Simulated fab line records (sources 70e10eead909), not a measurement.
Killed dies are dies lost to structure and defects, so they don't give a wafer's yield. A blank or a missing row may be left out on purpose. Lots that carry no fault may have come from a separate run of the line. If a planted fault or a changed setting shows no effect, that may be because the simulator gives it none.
fab line records + flow nand_harc
record:
- lots: 14
- wafers: 42
- last_day: 34
route steps=1302 shown P_M0@282 P_M1@296
lots untouched by any fault: they come from a run of this same line in which no faults occurred
start_h: start of the lot's first displayed wafer, in hours after the record's first day + wait_h: how many hours have passed since the lot's step before this one + " unchanged from the row above + L1.1+2: a row that stands for several wafers + - no value present, or no start provided + * or withheld: withheld + < > ~ a bound
route shown NAME@n: names a module that has steps shown in the file, with the first one's number in the route + usual: mean/standard deviation of fault-free wafers + same: alike in all rows + chamber/n: place in a boat + sites: the reading at each site + _std_site: how widely they spread, as a standard deviation + _edge_site: the outer-site mean with the inner-site mean subtracted + radius_mm: how far each site lies from the wafer's centre + mask NAME#n: copy n + behind: the tool/chamber that last shaped the wafer + hold: the reason the lot was held/the length of the hold in hours/how it ended + device: the transistor (n, p or np) that didn't switch + end of line: tests run on the same wafers once the route is complete + a step with no rows: only its recipe + killed: dies lost to structure and defects at the first sort, not the wafer's yield + map: dies across one wafer; x = killed, . = not, _ = none there
set.NAME: the setting as run; set.NAME@STEP: as run at that earlier step + model.NAME: the simulator's own value behind a step, which no gauge read
steps of the route over a sample of lots; a table a step, a row a wafer
services: from which hour (start_h, from the record's first day; less than 0 if before it) a tool's chamber was out of use, for how many hours, and why
== steps ==
step: NHARC_P_M0_INSPECT_27
usual:
- raw_defect_count: 345/160
| lot.wafer | tool              | chamber | start_h | wait_h | raw_defect_count |
|-----------|-------------------|---------|---------|--------|------------------|
| L903.1    | defect_inspect-02 | -       | 122.38  | 0.0    | 278              |
| L903.3    | "                 | -       | "       | "      | 427              |
| L903.5    | "                 | -       | "       | "      | 193              |
| L904.1    | defect_inspect-02 | -       | 137.80  | 0.0    | 231              |
| L904.2    | "                 | -       | "       | "      | 213              |
| L904.4    | "                 | -       | "       | "      | 276              |
| L906.1    | defect_inspect-01 | -       | 153.38  | 0.0    | 227              |
| L906.5    | "                 | -       | "       | "      | 133              |
| L906.6    | "                 | -       | "       | "      | 282              |
| L907.3    | defect_inspect-01 | -       | 165.32  | 0.0    | 177              |
| L907.5    | "                 | -       | "       | "      | 413              |
| L907.6    | "                 | -       | "       | "      | 366              |
| L909.3    | defect_inspect-02 | -       | 183.54  | 0.0    | 352              |
| L909.5    | "                 | -       | "       | "      | 652              |
| L909.6    | "                 | -       | "       | "      | 435              |
| L910.3    | defect_inspect-01 | -       | 188.01  | 0.0    | 390              |
| L910.4    | "                 | -       | "       | "      | 388              |
| L910.5    | "                 | -       | "       | "      | 296              |
| L918.1    | defect_inspect-02 | -       | 272.31  | 0.0    | 446              |
| L918.2    | "                 | -       | "       | "      | 617              |
| L918.6    | "                 | -       | "       | "      | 297              |
| L919.2    | defect_inspect-02 | -       | 286.34  | 0.0    | 511              |
| L919.4    | "                 | -       | "       | "      | 351              |
| L919.6    | "                 | -       | "       | "      | 359              |
| L920.1    | defect_inspect-02 | -       | 295.66  | 0.0    | 224              |
| L920.2    | "                 | -       | "       | "      | 406              |
| L920.4    | "                 | -       | "       | "      | 157              |
| L923.2    | defect_inspect-02 | -       | 317.49  | 0.0    | 238              |
| L923.3    | "                 | -       | "       | "      | 216              |
| L923.4    | "                 | -       | "       | "      | 189              |
| L922.2    | defect_inspect-02 | -       | 318.31  | 0.0    | 232              |
| L922.3    | "                 | -       | "       | "      | 243              |
| L922.5    | "                 | -       | "       | "      | 302              |
| L924.1    | defect_inspect-02 | -       | 329.82  | 0.0    | 221              |
| L924.2    | "                 | -       | "       | "      | 251              |
| L924.3    | "                 | -       | "       | "      | 440              |
| L925.1    | defect_inspect-02 | -       | 342.63  | 0.0    | 208              |
| L925.2    | "                 | -       | "       | "      | 585              |
| L925.5    | "                 | -       | "       | "      | 463              |
| L926.2    | defect_inspect-02 | -       | 356.29  | 0.0    | 365              |
| L926.4    | "                 | -       | "       | "      | 240              |
| L926.6    | "                 | -       | "       | "      | 321              |
step: NHARC_P_M1_OVL_MEAS_10
recipe:
- pitch_nm: 260
usual:
- overlay_x_nm: 0.1/0.81
- overlay_y_nm: 0.0/0.84
| lot.wafer | tool       | chamber | start_h | wait_h | overlay_x_nm | overlay_y_nm |
|-----------|------------|---------|---------|--------|--------------|--------------|
| L903.1    | overlay-01 | -       | 123.87  | -      | 0.0          | 0.4          |
| L903.3    | "          | -       | "       | "      | 0.3          | 0.6          |
| L903.5    | "          | -       | "       | "      | -0.1         | 0.1          |
| L904.1    | overlay-01 | -       | 139.26  | -      | 0.3          | 1.7          |
| L904.2    | "          | -       | "       | "      | 0.9          | 0.9          |
| L904.4    | "          | -       | "       | "      | 0.4          | 1.5          |
| L906.1    | overlay-02 | -       | 155.07  | -      | -1.5         | -0.2         |
| L906.5    | "          | -       | "       | "      | -1.2         | -0.5         |
| L906.6    | "          | -       | "       | "      | -1.0         | -0.3         |
| L907.3    | overlay-01 | -       | 166.80  | -      | 0.1          | -0.6         |
| L907.5    | "          | -       | "       | "      | 0.8          | -0.4         |
| L907.6    | "          | -       | "       | "      | 0.4          | -0.4         |
| L909.3    | overlay-02 | -       | 185.02  | -      | -0.6         | -0.6         |
| L909.5    | "          | -       | "       | "      | 0.2          | -0.2         |
| L909.6    | "          | -       | "       | "      | 0.5          | -0.4         |
| L910.3    | overlay-02 | -       | 189.47  | -      | 2.1          | 2.2          |
| L910.4    | "          | -       | "       | "      | 1.8          | 2.7          |
| L910.5    | "          | -       | "       | "      | 2.1          | 2.1          |
| L918.1    | overlay-01 | -       | 273.80  | -      | 0.4          | 0.3          |
| L918.2    | "          | -       | "       | "      | 0.3          | 0.0          |
| L918.6    | "          | -       | "       | "      | 0.4          | 0.6          |
| L919.2    | overlay-02 | -       | 287.70  | -      | 0.2          | -1.2         |
| L919.4    | "          | -       | "       | "      | -0.6         | -1.0         |
| L919.6    | "          | -       | "       | "      | -0.1         | -1.1         |
| L920.1    | overlay-01 | -       | 297.15  | -      | -0.6         | -0.5         |
| L920.2    | "          | -       | "       | "      | -0.9         | -0.4         |
| L920.4    | "          | -       | "       | "      | -0.7         | -0.7         |
| L923.2    | overlay-01 | -       | 319.02  | -      | -0.2         | 0.1          |
| L923.3    | "          | -       | "       | "      | -0.4         | 0.1          |
| L923.4    | "          | -       | "       | "      | -0.7         | 0.4          |
| L922.2    | overlay-01 | -       | 319.78  | -      | -0.2         | 0.7          |
| L922.3    | "          | -       | "       | "      | 0.0          | 0.6          |
| L922.5    | "          | -       | "       | "      | 0.1          | 0.5          |
| L924.1    | overlay-02 | -       | 331.31  | -      | 0.6          | -0.3         |
| L924.2    | "          | -       | "       | "      | 0.0          | -0.2         |
| L924.3    | "          | -       | "       | "      | 0.4          | -0.9         |
| L925.1    | overlay-01 | -       | 343.99  | -      | -1.2         | -1.1         |
| L925.2    | "          | -       | "       | "      | -0.5         | -1.3         |
| L925.5    | "          | -       | "       | "      | -0.6         | -1.5         |
| L926.2    | overlay-02 | -       | 357.78  | -      | 0.4          | 1.6          |
| L926.4    | "          | -       | "       | "      | -0.1         | 1.3          |
| L926.6    | "          | -       | "       | "      | 0.5          | 1.8          |
step: NHARC_P_M1_STRIP_18
recipe:
- power_w: 1000
- n2_flow_sccm: 150
- h2_flow_sccm: 150
- ar_flow_sccm: 0
- bias_w: 0
- chemistry: N2/H2
usual:
- bias_w: 0/0
- chamber_pressure_mTorr: 30.00/0.032
- drypump_motor_current_A: 5.4/0.52
- oes_product_au: 1.001/0.0076
- rf_vpp_V: 90.7/0.86
- showerhead_plenum_p_Torr: 2.03/0.082
- throttle_valve_pct: 14.171/0.0087
| lot.wafer | tool        | chamber | start_h | wait_h | bias_w | chamber_pressure_mTorr | drypump_motor_current_A | oes_product_au | rf_hours_counter_h | rf_vpp_V | showerhead_plenum_p_Torr | throttle_valve_pct |
|-----------|-------------|---------|---------|--------|--------|------------------------|-------------------------|----------------|--------------------|----------|--------------------------|--------------------|
| L903.3    | rie_diel-06 | 0       | 124.37  | 0.1    | 0      | 30.00                  | 5.6                     | 1.008          | 12                 | 90.8     | 2.02                     | 14.184             |
| L903.1    | "           | 2       | "       | "      | 0      | 30.01                  | 4.9                     | 1.000          | 13                 | 91.3     | 1.95                     | 14.148             |
| L903.5    | "           | 0       | "       | "      | 0      | 30.01                  | 5.6                     | 1.008          | -                  | 91.2     | 2.03                     | 14.191             |
| L904.1    | rie_diel-11 | 0       | 139.74  | 0.1    | 0      | 29.98                  | 4.9                     | 1.005          | 3                  | 92.0     | 2.12                     | 14.188             |
| L904.2    | "           | 1       | "       | "      | 0      | 30.00                  | 4.7                     | 0.990          | 3                  | 90.9     | 2.13                     | 14.172             |
| L904.4    | "           | 3       | "       | "      | 0      | 30.02                  | 5.5                     | 1.002          | 3                  | 91.6     | 2.02                     | 14.162             |
| L906.1    | rie_diel-06 | 1       | 155.61  | 0.1    | 0      | 30.00                  | 6.3                     | 1.001          | 1                  | 89.9     | 1.89                     | 14.161             |
| L906.5    | "           | 3       | "       | "      | 0      | 30.03                  | 5.0                     | 1.001          | -                  | 90.4     | 1.97                     | 14.153             |
| L906.6    | "           | 0       | "       | "      | 0      | 29.93                  | 5.6                     | 1.000          | -                  | 90.9     | 2.02                     | 14.165             |
| L907.3    | rie_diel-09 | 3       | 167.35  | 0.1    | 0      | 29.95                  | 6.5                     | 1.006          | 3                  | 91.7     | 2.15                     | 14.168             |
| L907.6    | "           | 0       | "       | "      | 0      | 29.99                  | 5.8                     | 0.995          | -                  | 90.2     | 2.00                     | 14.172             |
| L907.5    | "           | 1       | "       | "      | 0      | 29.93                  | 5.6                     | 0.998          | -                  | 90.9     | 2.08                     | 14.165             |
| L909.3    | rie_diel-06 | 3       | 185.49  | 0.1    | -      | -                      | -                       | -              | -                  | -        | -                        | -                  |
| L909.5    | "           | 3       | "       | "      | -      | -                      | -                       | -              | -                  | -        | -                        | -                  |
| L909.6    | "           | 0       | "       | "      | -      | -                      | -                       | -              | -                  | -        | -                        | -                  |
| L910.3    | rie_diel-09 | 0       | 190.00  | 0.1    | -      | -                      | -                       | -              | -                  | -        | -                        | -                  |
| L910.4    | "           | 1       | "       | "      | -      | -                      | -                       | -              | -                  | -        | -                        | -                  |
| L910.5    | "           | 2       | "       | "      | -      | -                      | -                       | -              | -                  | -        | -                        | -                  |
| L918.2    | rie_diel-09 | 1       | 274.34  | 0.1    | 0      | 29.99                  | 5.6                     | 1.001          | 37                 | 91.3     | 2.07                     | 14.166             |
| L918.1    | "           | 2       | "       | "      | 0      | 30.01                  | 4.9                     | 0.989          | 39                 | 91.1     | 2.09                     | 14.168             |
| L918.6    | "           | 0       | "       | "      | 0      | 29.98                  | 5.8                     | 1.000          | -                  | 89.8     | 1.99                     | 14.174             |
| L919.2    | rie_diel-11 | 2       | 288.17  | 0.1    | 0      | 30.00                  | 5.8                     | 1.000          | 3                  | 89.6     | 1.92                     | 14.182             |
| L919.4    | "           | 1       | "       | "      | 0      | 30.04                  | 4.7                     | 1.011          | 3                  | 91.4     | 2.12                     | 14.163             |
| L919.6    | "           | 3       | "       | "      | 0      | 30.03                  | 5.5                     | 1.006          | -                  | 91.9     | 2.02                     | 14.187             |
| L920.1    | rie_diel-11 | 3       | 297.63  | 0.1    | 0      | 30.08                  | 5.5                     | 0.999          | 3                  | 90.8     | 2.02                     | 14.180             |
| L920.4    | "           | 0       | "       | "      | 0      | 30.01                  | 4.9                     | 1.010          | 3                  | 91.8     | 2.12                     | 14.168             |
| L920.2    | "           | 1       | "       | "      | 0      | 29.99                  | 4.7                     | 1.007          | 4                  | 91.8     | 2.12                     | 14.157             |
| L923.4    | rie_diel-06 | 0       | 319.56  | 0.1    | 0      | 29.94                  | 5.6                     | 0.995          | 0                  | 90.5     | 2.02                     | 14.164             |
| L923.2    | "           | 1       | "       | "      | 0      | 30.01                  | 6.2                     | 1.016          | 0                  | 89.2     | 1.89                     | 14.159             |
| L923.3    | "           | 3       | "       | "      | 0      | 30.04                  | 5.0                     | 0.995          | 0                  | 90.1     | 1.96                     | 14.173             |
| L922.3    | rie_diel-11 | 2       | 320.30  | 0.1    | 0      | 30.00                  | 5.7                     | 1.004          | 5                  | 90.6     | 1.92                     | 14.162             |
| L922.2    | "           | 3       | "       | "      | 0      | 30.01                  | 5.5                     | 0.998          | 5                  | 90.5     | 2.02                     | 14.165             |
| L922.5    | "           | 0       | "       | "      | 0      | 29.97                  | 4.9                     | 1.013          | -                  | 93.0     | 2.12                     | 14.174             |
| L924.3    | rie_diel-09 | 2       | 331.83  | 0.1    | 0      | 30.02                  | 5.0                     | 0.994          | 0                  | 90.9     | 2.09                     | 14.166             |
| L924.2    | "           | 0       | "       | "      | 0      | 30.00                  | 5.8                     | 0.996          | 0                  | 90.2     | 1.98                     | 14.179             |
| L924.1    | "           | 1       | "       | "      | 0      | 29.97                  | 5.6                     | 0.989          | 0                  | 91.8     | 2.06                     | 14.170             |
| L925.2    | rie_diel-11 | 2       | 344.52  | 0.1    | 0      | 29.98                  | 5.7                     | 0.995          | 7                  | 90.4     | 1.92                     | 14.163             |
| L925.1    | "           | 3       | "       | "      | 0      | 30.03                  | 5.5                     | 1.000          | 7                  | 89.8     | 2.02                     | 14.169             |
| L925.5    | "           | 0       | "       | "      | 0      | 30.04                  | 4.9                     | 1.004          | -                  | 90.8     | 2.12                     | 14.183             |
| L926.2    | rie_diel-11 | 3       | 358.29  | 0.1    | 0      | 29.97                  | 5.5                     | 0.995          | 7                  | 89.6     | 2.02                     | 14.172             |
| L926.6    | "           | 3       | "       | "      | 0      | 29.96                  | 5.5                     | 1.003          | -                  | 90.8     | 2.02                     | 14.174             |
| L926.4    | "           | 1       | "       | "      | 0      | 29.96                  | 4.7                     | 1.007          | -                  | 92.9     | 2.12                     | 14.175             |
step: NHARC_P_M1_PVD_21
recipe:
- target_thk_a: 300
- chamber_pressure_pa: 5
- power_w: 5000
- substrate_temp_c: 30
- time_s: 20.49
- material: Cu
usual:
- throttle_valve_pct: 30.1/1.1
same:
- time_s: 20.49
| lot.wafer | tool           | chamber | start_h | wait_h | throttle_valve_pct |
|-----------|----------------|---------|---------|--------|--------------------|
| L903.3    | pvd_sputter-01 | -       | -       | -      | 28.8               |
| L903.1    | "              | -       | "       | "      | 31.1               |
| L903.5    | "              | -       | "       | "      | 30.6               |
| L904.4    | pvd_sputter-01 | -       | -       | -      | 28.7               |
| L904.2    | "              | -       | "       | "      | 30.8               |
| L904.1    | "              | -       | "       | "      | 30.9               |
| L906.1    | pvd_sputter-03 | -       | -       | -      | 29.6               |
| L906.6    | "              | -       | "       | "      | 29.6               |
| L906.5    | "              | -       | "       | "      | 30.7               |
| L907.3    | pvd_sputter-03 | -       | -       | -      | 29.5               |
| L907.5    | "              | -       | "       | "      | 29.7               |
| L907.6    | "              | -       | "       | "      | 30.6               |
| L909.3    | pvd_sputter-01 | -       | -       | -      | 29.7               |
| L909.6    | "              | -       | "       | "      | 28.6               |
| L909.5    | "              | -       | "       | "      | 30.5               |
| L910.4    | pvd_sputter-03 | -       | -       | -      | 30.1               |
| L910.3    | "              | -       | "       | "      | 28.7               |
| L910.5    | "              | -       | "       | "      | 28.9               |
| L918.1    | pvd_sputter-01 | -       | -       | -      | 30.7               |
| L918.2    | "              | -       | "       | "      | 31.1               |
| L918.6    | "              | -       | "       | "      | 29.2               |
| L919.2    | pvd_sputter-03 | -       | -       | -      | 30.3               |
| L919.4    | "              | -       | "       | "      | 29.4               |
| L919.6    | "              | -       | "       | "      | 29.0               |
| L920.2    | pvd_sputter-03 | -       | -       | -      | 30.2               |
| L920.4    | "              | -       | "       | "      | 28.7               |
| L920.1    | "              | -       | "       | "      | 29.6               |
| L923.4    | pvd_sputter-01 | -       | -       | -      | 31.0               |
| L923.3    | "              | -       | "       | "      | 31.1               |
| L923.2    | "              | -       | "       | "      | 29.2               |
| L922.3    | pvd_sputter-02 | -       | -       | -      | 32.2               |
| L922.2    | "              | -       | "       | "      | 31.5               |
| L922.5    | "              | -       | "       | "      | 29.0               |
| L924.1    | pvd_sputter-01 | -       | -       | -      | 29.3               |
| L924.3    | "              | -       | "       | "      | 31.0               |
| L924.2    | "              | -       | "       | "      | 31.0               |
| L925.1    | pvd_sputter-01 | -       | -       | -      | 31.1               |
| L925.2    | "              | -       | "       | "      | 29.1               |
| L925.5    | "              | -       | "       | "      | 30.9               |
| L926.4    | pvd_sputter-01 | -       | -       | -      | 30.7               |
| L926.2    | "              | -       | "       | "      | 30.6               |
| L926.6    | "              | -       | "       | "      | 31.0               |
== services ==
| tool           | chamber | start_h | hours | kind   |
|----------------|---------|---------|-------|--------|
| rie_diel-06    | 0       | 104.78  | 6.2   | repair |
| pvd_sputter-02 | -       | 108.52  | 10.0  | pm     |
| rie_diel-06    | 2       | 118.14  | 4.9   | repair |
| rie_diel-06    | -       | 130.20  | 9.0   | pm     |
| rie_diel-09    | -       | 143.45  | 9.0   | pm     |
| rie_diel-06    | 1       | 146.76  | 2.1   | repair |
| rie_diel-09    | 0       | 169.92  | 1.6   | repair |
| pvd_sputter-03 | -       | 170.00  | 10.0  | pm     |
| rie_diel-06    | 3       | 202.62  | 7.1   | repair |
| rie_diel-11    | 2       | 209.29  | 5.0   | repair |
| pvd_sputter-01 | -       | 226.09  | 10.0  | pm     |
| rie_diel-11    | -       | 226.63  | 0.5   | repair |
| pvd_sputter-03 | -       | 246.90  | 2.3   | repair |
| rie_diel-11    | -       | 255.50  | 9.0   | pm     |
| rie_diel-06    | 0       | 274.91  | 2.4   | repair |
| pvd_sputter-02 | -       | 286.53  | 10.0  | pm     |
| rie_diel-06    | 0       | 302.42  | 5.1   | repair |
| rie_diel-11    | 1       | 304.75  | 4.0   | repair |
| rie_diel-06    | -       | 307.20  | 9.0   | pm     |
| pvd_sputter-03 | -       | 318.58  | 0.9   | repair |
| rie_diel-11    | 1       | 319.03  | 32.4  | repair |
| rie_diel-09    | -       | 320.53  | 9.0   | pm     |
| pvd_sputter-03 | -       | 348.00  | 10.0  | pm     |
| rie_diel-11    | 0       | 356.24  | 16.3  | repair |
== key ==
first_sign:
- step: NHARC_P_M1_STRIP_18
- reading: tool_record
- direction: missing
effect none on later readings
met_at NHARC_P_M1_STRIP_18
struck_lots L909,L910
later_rows_left_out L909.3,L909.5,L909.6,L910.3,L910.4,L910.5
sort_left_out L909.3,L909.5,L909.6,L910.3,L910.4,L910.5
not_acting_at NHARC_P_M0_INSPECT_27,NHARC_P_M1_OVL_MEAS_10,NHARC_P_M1_PVD_21
onset_between 167.35 185.49
fault:
- kind: skipped_step_whole
- tool: rie_diel-06,rie_diel-09
- chamber: -
- onset_h: 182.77
- steps: NHARC_P_M1_STRIP_18
- scope: struck_lots_only
sort_left_out: the simulated sort isn't trusted on such a fault, so these wafers' sort isn't shown, and their yield isn't known
later_rows_left_out: the simulator's readings of these wafers behind a module that went badly wrong aren't trusted and aren't shown, but for the sort
